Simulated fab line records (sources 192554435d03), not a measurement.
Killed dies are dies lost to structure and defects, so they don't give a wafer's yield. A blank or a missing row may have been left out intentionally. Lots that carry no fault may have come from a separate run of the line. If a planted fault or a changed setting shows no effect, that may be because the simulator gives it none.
Matching of chambers | flow n5 finfet | rie si-06 running N5_DUMMY_GATE_ETCH_44: 4 sister chambers
The step etches poly-Si in HBr/O2, stops on SiO2, target depth 127.5 nm. 4 wafers are shown with their chamber, then 9 later ones without.

## WAFERS, EACH WITH ITS CHAMBER
wafer  | chamber | drypump motor current A (A)
L087.4 | 2       | 5.3
L091.1 | 1       | 5.6
L091.3 | 3       | 5.6
L091.4 | 0       | 5.9

## WAFERS MISSING THEIR CHAMBER
wafer  | drypump motor current A (A)
L092.2 | 5.3
L092.3 | 5.6
L092.4 | 5.6
L094.1 | 5.7
L094.2 | 5.3
L094.6 | 5.5
L097.1 | 5.7
L097.2 | 5.3
L097.6 | 5.3

## CHAMBER TAKEN BY EACH
wafer  | from the rows above          | in truth
L092.2 | 2                            | 2
L092.3 | can't be placed: 1 or 3      | 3
L092.4 | can't be placed: 1 or 3      | 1
L094.1 | can't be placed: 1 or 3 or 0 | 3
L094.2 | 2                            | 2
L094.6 | can't be placed: 1 or 3 or 2 | 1
L097.1 | can't be placed: 1 or 3 or 0 | 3
L097.2 | 2                            | 2
L097.6 | 2                            | 2
Correct placement for 4 of the 9. From these rows, 5 cannot be placed; in 5 the true chamber is one of the candidates. Number placed wrongly: 0.
How it was worked out, from the rows above alone: a wafer's distance from a chamber is the root of the sum, over the readings, of the square of ((its reading less the chamber's mean) divided by the reading's scatter). If the next closest chamber is less than 2 further off than the closest, the wafer can't be placed; otherwise it belongs to the closest. Each chamber's mean is taken over the wafers shown for it. The scatter (one wafer shown for each chamber): square how far every hidden wafer sits from the nearest shown wafer, average those squares and take the square root.
